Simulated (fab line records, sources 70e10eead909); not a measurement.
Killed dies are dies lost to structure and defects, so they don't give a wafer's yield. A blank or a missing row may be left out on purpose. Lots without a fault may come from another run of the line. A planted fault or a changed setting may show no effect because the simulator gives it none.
One fault seen from 2 desks | flow nand_harc | each desk has only its own numbers; what lay behind them comes last

THE DEFECT DESK
What the inspections along the route counted, lot by lot: means of the sampled wafers that have a number. A lot is out of limits, marked OUT, if its mean lies more than 4 standard deviations from the usual mean; the brackets give that distance.
Columns: A = raw_defect_count at NHARC_A_SOURCE_PLATE_INSPECT_08, usual 56
lot  | first seen here | A
L953 | day 7 14:48     | 59
L954 | day 8 05:55     | 56
L955 | day 8 19:23     | 52
L956 | day 9 04:46     | 48
L957 | day 9 04:46     | 34
L958 | day 9 14:07     | 39
L959 | day 10 06:37    | 50
L961 | day 10 23:16    | 65
L962 | day 11 20:43    | 56
L963 | day 11 20:43    | 47
L965 | day 12 15:36    | 59
L971 | day 15 01:30    | 34
L976 | day 17 08:20    | 42
This desk's finding: nothing out of limits on any of the 13 lots.

THE METROLOGY DESK
What the gauges read, lot by lot, whatever tool the lot ran on: means of the sampled wafers that have a number. A lot is out of limits, marked OUT, if its mean lies more than 4 standard deviations from the usual mean; the brackets give that distance.
Columns: A = thk_nm at NHARC_A_SOURCE_PLATE_THK_MEAS_09, usual 9.8 nm; B = thk_nm at NHARC_A_ONON_D1_THK_MEAS_11, usual 1004 nm
lot  | first seen here | A    | B
L953 | day 7 02:01     | 9.6  | 1012
L954 | day 7 14:17     | 10.4 | 1011
L955 | day 8 02:43     | 10.6 | 980
L956 | day 8 15:48     | 10.8 | 999
L957 | day 8 15:49     | 10.0 | 1010
L958 | day 9 01:27     | 9.8  | 1007
L959 | day 9 17:41     | 8.8  | 1001
L961 | day 10 10:11    | 9.2  | 1022
L962 | day 11 05:19    | 10.2 | 1003
L963 | day 11 05:19    | 10.6 | 1013
L965 | day 12 02:38    | 9.1  | 1016
L971 | day 14 12:55    | 9.9  | 1045 (+4.1) OUT
L976 | day 16 19:26    | 10.2 | 995
This desk's finding: out of limits on L971; first on L971, day 15 03:46 (thk_nm at NHARC_A_ONON_D1_THK_MEAS_11). In limits: L953, L954, L955, L956, L957, L958, L959, L961, L962, L963, L965, L976.

PUT TOGETHER
The metrology desk could have raised an alarm at day 15 03:46, on L971.
The defect desk saw nothing out of limits.
The defect desk has L971 on record, within its limits.
Of the lots named, all ran NHARC_A_ONON_D1_DEP_09 on pecvd_onon-03.

WHAT THE SIMULATOR HAD PUT IN
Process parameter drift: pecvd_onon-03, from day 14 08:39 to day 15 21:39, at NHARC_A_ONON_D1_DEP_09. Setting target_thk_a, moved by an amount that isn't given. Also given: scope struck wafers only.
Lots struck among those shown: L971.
Hours from the fault's start to each desk's first reading out of limits: the metrology desk, 19.
